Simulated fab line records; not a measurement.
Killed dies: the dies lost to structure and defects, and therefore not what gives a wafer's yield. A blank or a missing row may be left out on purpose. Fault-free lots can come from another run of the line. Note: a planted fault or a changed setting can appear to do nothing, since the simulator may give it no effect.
fab line records + flow nand-harc
record:
- lots: 6
- wafers: 18
- last-day: 32
route steps=1302 shown A_CHANNEL_FILL_D2@616 A_STAIRCASE@639 END@1302
lots that met no fault: taken from a fault-free run of the same line
start-h: hours from the record's first day to the start of the lot's first wafer shown + wait-h: hours from the lot's prior step to this one + " repeats the value in the row above + L1.1+2: several wafers, shown together as one row + - either no value or no given start + * or withheld: withheld + < > ~ a bound
route shown NAME@n: names a module that has steps shown in the file, with the first one's number in the route + usual: mean/standard deviation taken from wafers without a fault + same: alike in all rows + chamber/n: place in a boat + sites: each site's reading + _std_site: the values' standard deviation + _edge_site: mean of outer sites minus mean of inner sites + radius-mm: for every site, how far away it sits from the centre of the wafer + mask NAME#n: copy n + behind: the last tool/chamber to shape the wafer + hold: reason for holding the lot/hours on hold/outcome of the hold + device: names the non-switching transistor (n, p or np) + end of line: the same wafers' tests at the end of the route + a step without rows: its recipe alone + killed: dies lost to structure and defects at the first sort, not the wafer's yield + map: shows each die of a wafer: x if killed, . if not, _ if none is there
set.NAME: the setting that was run; set.NAME@STEP: the one run at that earlier step + model.NAME: the simulator's own value behind a step, which no gauge read
lots at some steps of the route; a table a step, a row a wafer
services: a tool's chamber out of use, with start hour (start-h, from the record's first day; less than 0 if before it), hours out, and reason
== steps ==
step: NHARC_A_CHANNEL_FILL_D2_ALD_16
recipe:
- target-thk-a: 15
- pulse-time-s: 10
- ald-cycles: 15
- temp-c: 300
- material: SiO2
step: NHARC_A_CHANNEL_FILL_D2_ANNEAL_17
recipe:
- temp-c: 850
- time-s: 1800
step: NHARC_A_CHANNEL_FILL_D2_CVD_18
recipe:
- target-thk-a: 30
- temp-c: 550
- material: poly-Si
step: NHARC_A_CHANNEL_FILL_D2_ETCHBACK_19
recipe:
- target-depth-a: 50
- time-s: 1.7
- hbr-flow-sccm: 150
- cl2-flow-sccm: 50
- rf-w: 400
- icp-w: 400
- bias-w: 100
- chemistry: HBr/Cl2
usual:
- drypump-motor-current-A: 5.9/0.46
- oes-product-au: 0.998/0.009
- throttle-valve-pct: 26.406/0.0081
| lot.wafer | tool      | chamber | start-h | wait-h | drypump-motor-current-A | oes-product-au | rf-hours-counter-h | throttle-valve-pct |
|-----------|-----------|---------|---------|--------|-------------------------|----------------|--------------------|--------------------|
| L530.3    | rie-si-03 | 3       | 333.68  | 0.4    | 5.8                     | 0.994          | 0.59               | 26.404             |
| L530.6    | "         | 3       | "       | "      | 5.8                     | 0.976          | -                  | 26.402             |
| L530.5    | "         | 0       | "       | "      | 5.3                     | 0.991          | -                  | 26.411             |
| L533.4    | rie-si-05 | 2       | 364.73  | 0.4    | 6.3                     | 0.999          | 0.28               | 26.408             |
| L533.1    | "         | 0       | "       | "      | 5.6                     | 0.984          | 0.37               | 26.409             |
| L533.5    | "         | 2       | "       | "      | 6.3                     | 0.992          | -                  | 26.409             |
| L534.2    | rie-si-02 | 2       | 364.75  | 0.4    | 5.7                     | 0.995          | 0.34               | 26.417             |
| L534.4    | "         | 3       | "       | "      | 5.4                     | 0.987          | 0.40               | 26.433             |
| L534.5    | "         | 2       | "       | "      | 5.7                     | 0.987          | -                  | 26.424             |
| L536.1    | rie-si-05 | 2       | 398.36  | 0.4    | 6.2                     | 0.995          | 0.52               | 26.412             |
| L536.2    | "         | 3       | "       | "      | 5.9                     | 0.998          | 0.62               | 26.410             |
| L536.4    | "         | 3       | "       | "      | 5.9                     | 0.993          | -                  | 26.398             |
| L548.2    | rie-si-05 | 3       | 512.97  | 0.4    | 5.9                     | 0.984          | 0.12               | 26.415             |
| L548.6    | "         | 0       | "       | "      | 5.6                     | 0.995          | -                  | 26.415             |
| L548.5    | "         | 1       | "       | "      | 6.5                     | 0.996          | -                  | 26.400             |
| L550.1    | rie-si-05 | 1       | 545.43  | 0.4    | 6.5                     | 0.997          | 0.23               | 26.407             |
| L550.3    | "         | 2       | "       | "      | 6.2                     | 1.011          | 0.24               | 26.409             |
| L550.2    | "         | 0       | "       | "      | 5.6                     | 1.006          | 0.26               | 26.420             |
step: NHARC_A_CHANNEL_FILL_D2_ETCHBACK_20
recipe:
- target-depth-a: 270
- time-s: 13.5
- c4f8-flow-sccm: withheld
- o2-flow-sccm: 8
- ar-flow-sccm: withheld
- rf-w: 600
- bias-w: 1500
- chemistry: C4F8/O2/Ar
usual:
- oes-product-au: 0.992/0.02
- rf-vpp-V: 980/6.8
| lot.wafer | tool        | chamber | start-h | wait-h | oes-product-au | rf-hours-counter-h | rf-vpp-V |
|-----------|-------------|---------|---------|--------|----------------|--------------------|----------|
| L530.3    | rie-diel-13 | 1       | 333.80  | -      | 0.992          | 5                  | 987      |
| L530.5    | "           | 1       | "       | "      | 1.002          | -                  | 989      |
| L530.6    | "           | 0       | "       | "      | 1.000          | -                  | 980      |
| L533.1    | rie-diel-07 | 0       | 364.86  | -      | 1.005          | 9                  | 984      |
| L533.5    | "           | 3       | "       | "      | 1.010          | -                  | 979      |
| L533.4    | "           | 0       | "       | "      | 1.001          | -                  | 985      |
| L534.2    | rie-diel-13 | 3       | 364.88  | -      | 0.985          | 0                  | 988      |
| L534.4    | "           | 1       | "       | "      | 0.999          | 0                  | 987      |
| L534.5    | "           | 0       | "       | "      | 1.014          | -                  | 979      |
| L536.2    | rie-diel-07 | 3       | 398.52  | -      | 1.004          | 19                 | 982      |
| L536.4    | "           | 0       | "       | "      | 1.007          | 17                 | 985      |
| L536.1    | "           | 1       | "       | "      | 1.003          | 18                 | 985      |
| L548.2    | rie-diel-09 | 1       | 513.07  | -      | 1.014          | 0                  | 980      |
| L548.5    | "           | 3       | "       | "      | 1.017          | -                  | 970      |
| L548.6    | "           | 1       | "       | "      | 1.015          | -                  | 981      |
| L550.2    | rie-diel-13 | 3       | 545.56  | -      | 0.996          | 0                  | 987      |
| L550.3    | "           | 0       | "       | "      | 0.983          | 1                  | 978      |
| L550.1    | "           | 1       | "       | "      | 0.996          | 1                  | 988      |
step: NHARC_A_CHANNEL_FILL_D2_STRIP_28
recipe:
- time-s: 20
- o2-flow-sccm: 500
- ar-flow-sccm: 0
- bias-w: 0
- chemistry: O2
step: NHARC_A_CHANNEL_FILL_D2_PRECLEAN_21
recipe:
- time-s: 30
- chemistry: dHF
step: NHARC_A_CHANNEL_FILL_D2_SRD_23
step: NHARC_A_CHANNEL_FILL_D2_CVD_05
recipe:
- target-thk-a: 50
- temp-c: 550
- material: poly-Si
step: NHARC_A_CHANNEL_FILL_D2_ANNEAL_22
recipe:
- temp-c: 620
- time-s: 7200
step: NHARC_A_CHANNEL_FILL_D2_ALD_25
recipe:
- target-thk-a: 600
- pulse-time-s: 10
- ald-cycles: 600
- temp-c: 300
- material: SiOx
step: NHARC_A_CHANNEL_FILL_D2_ETCHBACK_08
recipe:
- target-depth-a: 2200
- time-s: 110
- c4f8-flow-sccm: 20
- ar-flow-sccm: withheld
- rf-w: 600
- bias-w: 300
- chemistry: C4F8
usual:
- oes-product-au: 0.96/0.037
- rf-vpp-V: 441/3.1
| lot.wafer | tool        | chamber | start-h | wait-h | oes-product-au | rf-hours-counter-h | rf-vpp-V |
|-----------|-------------|---------|---------|--------|----------------|--------------------|----------|
| L530.3    | rie-diel-09 | 1       | 351.23  | -      | 1.01           | 0                  | 442      |
| L530.6    | "           | 0       | "       | "      | 1.01           | -                  | 438      |
| L530.5    | "           | 1       | "       | "      | 1.02           | -                  | 443      |
| L533.4    | rie-diel-09 | 2       | 381.87  | -      | 0.92           | 2                  | 438      |
| L533.1    | "           | 3       | "       | "      | 0.93           | 2                  | 437      |
| L533.5    | "           | 2       | "       | "      | 0.93           | -                  | 440      |
| L534.2    | rie-diel-13 | 3       | 381.90  | -      | 0.92           | 1                  | 446      |
| L534.4    | "           | 0       | "       | "      | 0.92           | -                  | 440      |
| L534.5    | "           | 1       | "       | "      | 0.92           | -                  | 445      |
| L536.2    | rie-diel-07 | 1       | 415.96  | -      | 0.93           | 18                 | 443      |
| L536.1    | "           | 2       | "       | "      | 0.92           | 21                 | 444      |
| L536.4    | "           | 3       | "       | "      | 0.92           | 21                 | 443      |
| L548.2    | rie-diel-07 | 1       | 530.60  | -      | 0.93           | 10                 | 442      |
| L548.6    | "           | 2       | "       | "      | 0.93           | -                  | 445      |
| L548.5    | "           | 3       | "       | "      | 0.93           | -                  | 440      |
| L550.3    | rie-diel-07 | 0       | 563.30  | -      | 1.00           | 14                 | 443      |
| L550.2    | "           | 1       | "       | "      | 1.00           | 14                 | 443      |
| L550.1    | "           | 3       | "       | "      | 1.00           | 14                 | 443      |
step: NHARC_A_CHANNEL_FILL_D2_STRIP_29
recipe:
- time-s: 20
- o2-flow-sccm: 500
- ar-flow-sccm: 0
- bias-w: 0
- chemistry: O2
step: NHARC_A_CHANNEL_FILL_D2_PRECLEAN_30
recipe:
- time-s: 30
- chemistry: dHF
step: NHARC_A_CHANNEL_FILL_D2_SRD_31
step: NHARC_A_CHANNEL_FILL_D2_CVD_09
recipe:
- target-thk-a: 1500
- temp-c: 620
- pressure-mtorr: 200
- time-s: 3000
- material: poly-Si
step: NHARC_A_CHANNEL_FILL_D2_CMP_10
recipe:
- target-thk-nm: 150
step: NHARC_A_CHANNEL_FILL_D2_SRD_12
step: NHARC_A_CHANNEL_FILL_D2_RTA_24
recipe:
- temp-c: 1000
- time-s: 5
usual:
- lamp-power-pct: 29.1/2.2
- wafer_temp_C_max: 1004.8/1
| lot.wafer | tool          | chamber | start-h | wait-h | lamp-power-pct | wafer_temp_C_max |
|-----------|---------------|---------|---------|--------|----------------|------------------|
| L530.3    | rtp-anneal-02 | 0       | 357.44  | 0.1    | 26.7           | 1004.3           |
| L530.5    | "             | 0       | "       | "      | 26.7           | 1003.9           |
| L530.6    | "             | 0       | "       | "      | 26.7           | 1005.7           |
| L533.1    | rtp-anneal-01 | 0       | 388.10  | 0.0    | 31.1           | 1006.0           |
| L533.4    | "             | 0       | "       | "      | 31.1           | 1005.6           |
| L533.5    | "             | 0       | "       | "      | 31.1           | 1003.7           |
| L534.2    | rtp-anneal-02 | 0       | 388.13  | 0.1    | 26.7           | 1004.2           |
| L534.4    | "             | 0       | "       | "      | 26.7           | 1004.4           |
| L534.5    | "             | 0       | "       | "      | 26.8           | 1003.2           |
| L536.1    | rtp-anneal-02 | 0       | 422.78  | 0.0    | 26.7           | 1003.8           |
| L536.2    | "             | 0       | "       | "      | 26.7           | 1004.6           |
| L536.4    | "             | 0       | "       | "      | 26.8           | 1004.6           |
| L548.2    | rtp-anneal-02 | 0       | 536.85  | 0.1    | 26.7           | 1005.8           |
| L548.5    | "             | 0       | "       | "      | 26.7           | 1005.6           |
| L548.6    | "             | 0       | "       | "      | 26.7           | 1006.8           |
| L550.1    | rtp-anneal-02 | 0       | 569.60  | 0.0    | 26.7           | 1004.9           |
| L550.2    | "             | 0       | "       | "      | 26.7           | 1004.3           |
| L550.3    | "             | 0       | "       | "      | 26.7           | 1004.2           |
step: NHARC_A_STAIRCASE_DEP_156
recipe:
- target-thk-a: 500
- temp-c: 400
- target-thk-nm: 50
- flow-sccm: 200
- rf-w: 450
- material: SiNx
step: NHARC_A_STAIRCASE_DEHYDRATE_158
recipe:
- temp-c: 150
- time-s: 120
step: NHARC_A_STAIRCASE_HMDS_159
recipe:
- time-s: 30
step: NHARC_A_STAIRCASE_COAT_160
recipe:
- spin-rpm: 1200
step: NHARC_A_STAIRCASE_SOFTBAKE_161
recipe:
- temp-c: 135
- time-s: 170
step: NHARC_A_STAIRCASE_EBR_162
step: NHARC_A_STAIRCASE_EXPOSE_163
recipe:
- na: 0.5
- dose-mj: 20.01
- mask-id: STAIR_OPEN
step: NHARC_A_STAIRCASE_PEB_164
recipe:
- peb-temp-c: 115
- peb-time-s: 130
step: NHARC_A_STAIRCASE_DEVELOP_165
recipe:
- time-s: 140
step: NHARC_A_STAIRCASE_HARDBAKE_167
recipe:
- temp-c: 120
- time-s: 140
step: NHARC_A_STAIRCASE_DESCUM_168
recipe:
- time-s: 3
- o2-flow-sccm: 200
- ar-flow-sccm: 0
- bias-power-w: 0
- chemistry: O2
usual:
- drypump-motor-current-A: 5.8/0.51
- oes-product-au: 1.001/0.0082
- rf-vpp-V: 57.7/0.92
- showerhead-plenum-p-Torr: 1.90/0.1
- throttle-valve-pct: 11.312/0.0096
| lot.wafer | tool        | chamber | start-h | wait-h | drypump-motor-current-A | oes-product-au | rf-hours-counter-h | rf-vpp-V | showerhead-plenum-p-Torr | throttle-valve-pct |
|-----------|-------------|---------|---------|--------|-------------------------|----------------|--------------------|----------|--------------------------|--------------------|
| L530.3    | rie-diel-05 | 2       | 358.65  | -      | 6.3                     | 0.990          | 34                 | 58.1     | 1.82                     | 11.302             |
| L530.6    | "           | 1       | "       | "      | 6.6                     | 1.005          | -                  | 59.1     | 1.86                     | 11.307             |
| L530.5    | "           | 2       | "       | "      | 6.4                     | 0.991          | -                  | 56.8     | 1.82                     | 11.320             |
| L534.2    | rie-diel-05 | 1       | 389.22  | -      | 6.6                     | 0.988          | 51                 | 57.9     | 1.86                     | 11.318             |
| L534.5    | "           | 1       | "       | "      | 6.6                     | 1.000          | -                  | 57.4     | 1.86                     | 11.302             |
| L534.4    | "           | 3       | "       | "      | 5.0                     | 0.997          | -                  | 56.3     | 1.77                     | 11.310             |
| L533.1    | rie-diel-04 | 0       | 389.38  | -      | 5.2                     | 1.004          | 11                 | 56.7     | 1.81                     | 11.291             |
| L533.4    | "           | 3       | "       | "      | 6.3                     | 0.992          | 14                 | 56.4     | 1.90                     | 11.305             |
| L533.5    | "           | 0       | "       | "      | 5.2                     | 1.007          | -                  | 58.1     | 1.81                     | 11.305             |
| L536.2    | rie-diel-11 | 0       | 424.03  | -      | 6.4                     | 1.009          | 55                 | 57.2     | 1.88                     | 11.308             |
| L536.4    | "           | 1       | "       | "      | 5.8                     | 0.993          | 50                 | 58.5     | 1.98                     | 11.319             |
| L536.1    | "           | 3       | "       | "      | 5.8                     | 1.020          | 33                 | 57.7     | 1.77                     | 11.312             |
| L548.2    | rie-diel-11 | 2       | 538.08  | -      | 5.5                     | 1.008          | 31                 | 57.6     | 1.77                     | 11.319             |
| L548.6    | "           | 0       | "       | "      | 6.4                     | 0.990          | -                  | 59.0     | 1.87                     | 11.302             |
| L548.5    | "           | 1       | "       | "      | 5.8                     | 1.001          | -                  | 58.7     | 1.97                     | 11.337             |
| L550.2    | rie-diel-05 | 3       | 570.84  | -      | 4.9                     | 1.000          | 54                 | 58.3     | 2.06                     | 11.312             |
| L550.1    | "           | 0       | "       | "      | 5.5                     | 1.012          | 56                 | 57.1     | 1.97                     | 11.331             |
| L550.3    | "           | 2       | "       | "      | 6.3                     | 1.005          | 40                 | 56.4     | 1.80                     | 11.311             |
step: NHARC_A_STAIRCASE_ETCH_169
recipe:
- target-depth-a: 500
- time-s: 107.1
- ion-energy-ev: 120
- ch3f-flow-sccm: 50
- o2-flow-sccm: 30
- ar-flow-sccm: 200
- rf-w: 500
- bias-w: 100
- chemistry: CH3F/O2
usual:
- drypump-motor-current-A: 5.8/0.5
- oes-product-au: 0.956/0.019
- rf-vpp-V: 244.1/1.9
- showerhead-plenum-p-Torr: 2.44/0.12
- throttle-valve-pct: 20.663/0.01
| lot.wafer | tool        | chamber | start-h | wait-h | drypump-motor-current-A | oes-product-au | rf-hours-counter-h | rf-vpp-V | showerhead-plenum-p-Torr | throttle-valve-pct |
|-----------|-------------|---------|---------|--------|-------------------------|----------------|--------------------|----------|--------------------------|--------------------|
| L530.3    | rie-diel-05 | 2       | 358.73  | 0.1    | 6.3                     | 0.942          | 34                 | 243.7    | 2.35                     | 20.652             |
| L530.5    | "           | 2       | "       | "      | 6.3                     | 0.959          | -                  | 241.6    | 2.35                     | 20.675             |
| L530.6    | "           | 3       | "       | "      | 5.0                     | 0.965          | -                  | 241.2    | 2.28                     | 20.689             |
| L534.2    | rie-diel-05 | 2       | 389.35  | 0.1    | 6.3                     | 0.944          | 47                 | 242.6    | 2.34                     | 20.667             |
| L534.5    | "           | 1       | "       | "      | 6.7                     | 0.962          | -                  | 244.0    | 2.39                     | 20.665             |
| L534.4    | "           | 2       | "       | "      | 6.3                     | 0.944          | -                  | 243.0    | 2.34                     | 20.666             |
| L533.4    | rie-diel-04 | 3       | 389.46  | 0.1    | 6.2                     | 0.947          | 14                 | 245.3    | 2.44                     | 20.676             |
| L533.1    | "           | 1       | "       | "      | 5.4                     | 0.943          | 9                  | 246.7    | 2.63                     | 20.673             |
| L533.5    | "           | 3       | "       | "      | 6.2                     | 0.937          | -                  | 244.2    | 2.44                     | 20.645             |
| L536.1    | rie-diel-11 | 1       | 424.11  | 0.1    | 5.8                     | 0.949          | 50                 | 246.5    | 2.54                     | 20.661             |
| L536.2    | "           | 2       | "       | "      | 5.6                     | 0.951          | 54                 | 240.7    | 2.29                     | 20.666             |
| L536.4    | "           | 0       | "       | "      | 6.5                     | 0.939          | 55                 | 245.4    | 2.42                     | 20.638             |
| L548.2    | rie-diel-11 | 1       | 538.26  | 0.2    | 5.8                     | 0.932          | 33                 | 244.5    | 2.53                     | 20.662             |
| L548.6    | "           | 3       | "       | "      | 5.8                     | 0.951          | -                  | 246.9    | 2.65                     | 20.700             |
| L548.5    | "           | 0       | "       | "      | 6.4                     | 0.933          | -                  | 245.0    | 2.41                     | 20.662             |
| L550.2    | rie-diel-05 | 0       | 570.92  | 0.1    | 5.5                     | 0.953          | 56                 | 243.9    | 2.53                     | 20.652             |
| L550.3    | "           | 1       | "       | "      | 6.6                     | 0.957          | 52                 | 244.5    | 2.36                     | 20.672             |
| L550.1    | "           | 2       | "       | "      | 6.4                     | 0.975          | 40                 | 241.9    | 2.32                     | 20.670             |
step: NHARC_A_STAIRCASE_ETCH_170
recipe:
- target-depth-a: 2000
- time-s: 66.667
- ion-energy-ev: 250
- c4f6-flow-sccm: 25
- o2-flow-sccm: 20
- ar-flow-sccm: 500
- rf-w: 600
- bias-w: 500
- chemistry: C4F6/O2
step: NHARC_A_STAIRCASE_STRIP_171
recipe:
- power-w: 1500
- temp-c: 250
- chemistry: O2
step: NHARC_A_STAIRCASE_STRIP_172
recipe:
- time-s: 900
- temp-c: 130
- chemistry: SPM
step: NHARC_A_STAIRCASE_PRECLEAN_173
recipe:
- time-s: *
- temp-c: 50
- bath-age-min: 0
- chemistry: SC1
step: NHARC_A_STAIRCASE_SRD_174
step: NHARC_A_STAIRCASE_DEHYDRATE_01
recipe:
- temp-c: 150
- time-s: 120
step: NHARC_END_SORT_01
recipe:
- temp-c: 25
usual:
- killed-at-array: 64/16
- killed-at-other: 1.0/1.1
- killed-at-periphery: 3.5/2.3
- killed-dies: 69/17
- killed-open: 3.2/1.6
- killed-short: 2.4/1.6
same:
- gross-dies: 677
| lot.wafer | tool      | chamber | start-h | wait-h | killed-at-array | killed-at-other | killed-at-periphery | killed-dies | killed-open | killed-short |
|-----------|-----------|---------|---------|--------|-----------------|-----------------|---------------------|-------------|-------------|--------------|
| L548.2    | prober-01 | 0       | 763.18  | 2.8    | 147             | 0               | 3                   | 150         | 5           | 4            |
| L548.5    | prober-01 | 0       | 765.55  | 3.7    | 132             | 1               | 1                   | 134         | 6           | 2            |
| L548.6    | prober-01 | 0       | 766.34  | 4.0    | 127             | 0               | 4                   | 131         | 3           | 1            |
| L550.1    | prober-01 | 0       | 772.28  | 2.5    | 149             | 1               | 3                   | 153         | 3           | 6            |
| L550.2    | prober-01 | 0       | 773.09  | 2.8    | 158             | 3               | 1                   | 162         | 2           | 1            |
| L550.3    | prober-01 | 0       | 773.90  | 3.1    | 169             | 3               | 0                   | 172         | 2           | 0            |
killed by level:class
L548.2 A_CHANNEL_FILL_D2:unspecified=70 A_CHANNEL_HOLE_D2:chamber-film-flake=27 A_CHANNEL_HOLE_D1:chamber-film-flake=22 A_SLIT:chamber-film-flake=8 A_STAIRCASE:chamber-film-flake=7 A_CONTACT:chamber-film-flake=3 A_CHANNEL_FILL_D2:geometric-particle:open=2 A_ZERO_WELL:chamber-film-flake=2
L548.5 A_CHANNEL_FILL_D2:unspecified=61 A_CHANNEL_HOLE_D2:chamber-film-flake=26 A_CHANNEL_HOLE_D1:chamber-film-flake=12 A_STAIRCASE:chamber-film-flake=8 A_SLIT:chamber-film-flake=6 A_CONTACT:chamber-film-flake=5 A_CHANNEL_FILL_D2:chamber-film-flake=3 A_CHANNEL_FILL_D2:geometric-particle:open=2
L548.6 A_CHANNEL_FILL_D2:unspecified=50 A_CHANNEL_HOLE_D2:chamber-film-flake=34 A_CHANNEL_HOLE_D1:chamber-film-flake=12 A_SLIT:chamber-film-flake=9 A_STAIRCASE:chamber-film-flake=7 A_CONTACT:chamber-film-flake=5 A_ZERO_WELL:chamber-film-flake=3 A_CHANNEL_FILL_D1:chamber-film-flake=2
L550.1 A_CHANNEL_FILL_D2:unspecified=62 A_CHANNEL_HOLE_D2:chamber-film-flake=33 A_SLIT:chamber-film-flake=26 A_CHANNEL_HOLE_D1:chamber-film-flake=14 A_CONTACT:chamber-film-flake=4 A_ONON_D1:geometric-particle:short=3 P_STI:chamber-film-flake=2 P_M0:geometric-particle:open=1
L550.2 A_CHANNEL_FILL_D2:unspecified=69 A_CHANNEL_HOLE_D2:chamber-film-flake=36 A_SLIT:chamber-film-flake=28 A_CHANNEL_HOLE_D1:chamber-film-flake=11 A_CONTACT:chamber-film-flake=10 THIN_TSV:chamber-film-flake=3 A_CHANNEL_FILL_D1:geometric-particle:short=1 A_M0:geometric-particle:open=1
L550.3 A_CHANNEL_FILL_D2:unspecified=94 A_SLIT:chamber-film-flake=22 A_CHANNEL_HOLE_D2:chamber-film-flake=17 A_CONTACT:chamber-film-flake=14 A_CHANNEL_HOLE_D1:chamber-film-flake=11 A_WL_FILL:chamber-film-flake=4 THIN_TSV:chamber-film-flake=3 A_STAIRCASE:chamber-film-flake=3
map L548.2 (x killed, . not)
____________.____________
_________xxx...._________
_______xxxxxx....._______
______xxxxxxx......______
_____xxxxxxx........_____
____xxxxxxxxx........____
____.xxxxxxxx........____
___.xxxxxxxxx.......x.___
___..xxxxxxxx.......x.___
__...xxxxxx.x........x.__
__.....xxxx......x.xx..__
_........xx.......xx.x.._
_..................xx..x_
_..................x.xxx_
_....................xxx_
_...................xxx._
.........x..x.......x.x..
........x......x.......x.
.....x.......x...x.......
.....x...................
......x..x...xxx.........
_.....x.....x.xx..x....._
_......x...xxxxx...x...._
_.....xx.....xx........._
_...........xxx.x......._
_.....x.....xxx......x.._
__.........xx.x.xxx....__
__.....xx.......x.x....__
___..............xx..x___
___...................___
____................x____
____..............x..____
_____...x........x.._____
______.............______
_______..........._______
_________......._________
____________.____________
map L550.3 (x killed, . not)
____________.____________
_________.x....._________
_______.x....x...._______
______.x....x......______
_____....x.........._____
____..x...xx.......x.____
____.xxxx..........x.____
___.xxxxxxxx.......xxx___
___.xxxxxxxxx.....xxxx___
__.xxxxxxxxx..x....xxx.__
__..xxxxxxxxx.....xxxxx__
_...xxxxxxxx.....xx.xxxx_
_.xxxxxxxxxx......xxxxx._
_..xxxxxxxxx......x.xx.._
_..xxxxxxxxx......xxxxx._
_x..xxxxxxx........xxx.._
.....xxxxxx.x............
......xxxx.............x.
......x...x..............
.........x...x.........x.
...x.........xx..........
_..x..x......x...x......_
_.............xx........_
_.........x.x.x........x_
_.............xx........_
_............x.........._
__.............x.......__
__................x....__
___..............x....___
___.........x.........___
____.................____
____.................____
_____...........x..._____
______...........x.______
_______......x...._______
_________......._________
____________.____________
== services ==
| tool        | chamber | start-h | hours | kind   |
|-------------|---------|---------|-------|--------|
| rie-diel-05 | -       | 314.84  | 0.7   | repair |
| rie-diel-05 | 2       | 321.75  | 7.0   | repair |
| rie-diel-07 | 0       | 339.75  | 4.4   | repair |
| rie-diel-13 | -       | 342.00  | 9.0   | pm     |
| rie-diel-07 | 1       | 351.24  | 18.8  | repair |
| rie-diel-07 | 0       | 352.07  | 4.7   | repair |
| rie-diel-07 | 0       | 367.15  | 3.6   | repair |
| rie-si-05   | 2       | 371.27  | 2.7   | repair |
| rie-diel-13 | 2       | 379.69  | 4.1   | repair |
| rie-si-05   | 0       | 382.99  | 49.5  | repair |
| rie-diel-05 | 0       | 386.85  | 20.6  | repair |
| rie-diel-13 | 1       | 403.31  | 17.0  | repair |
| rie-diel-05 | -       | 406.65  | 9.0   | pm     |
| rie-diel-07 | -       | 408.07  | 0.4   | repair |
| rie-diel-11 | -       | 432.64  | 9.0   | pm     |
| rie-si-05   | 1       | 440.57  | 1.7   | repair |
| rie-si-05   | 2       | 441.27  | 1.9   | repair |
| rie-si-05   | -       | 451.59  | 41.4  | repair |
| rie-diel-05 | 2       | 452.12  | 16.0  | repair |
| rie-diel-07 | 1       | 455.60  | 10.1  | repair |
| rie-diel-13 | -       | 456.43  | 0.1   | repair |
| rie-diel-07 | -       | 471.20  | 9.0   | pm     |
| rie-si-05   | -       | 493.00  | 9.0   | pm     |
| rie-diel-07 | 2       | 563.04  | 10.5  | repair |
== key ==
first-sign:
- step: NHARC_END_SORT_01
- reading: killed-at-array
- direction: up
- sigmas: 5.1
- usual: 64
- struck: 147
effect:
- step: NHARC_END_SORT_01
- reading: killed-dies
- direction: up
- sigmas: 4.9
- usual: 69
- struck: 150
more-kills-born-at:
- NHARC_A_CHANNEL_FILL_D2_ETCHBACK_08@rie-diel-07: 406
met-at NHARC_A_CHANNEL_FILL_D2_ETCHBACK_08
struck-wafers L548.2,L548.5,L548.6,L550.1,L550.2,L550.3
tester-left-out L548,L550
onset-between 415.96 530.60
also-fits time
fault:
- kind: chamber-particle-source
- tool: rie-diel-07
- chamber: -
- onset-h: 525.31
- steps: NHARC_A_CHANNEL_FILL_D2_ETCHBACK_08
- rate-per-visit-cm2: 1.3642
- end-h: 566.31
tester-left-out: of these lots the tester's yield and bins aren't shown, on N5 and GAA mostly nor the transistor test; their killed dies are dies lost to structure and defects alone, not to doping, threshold or leakage, so they don't give the yield
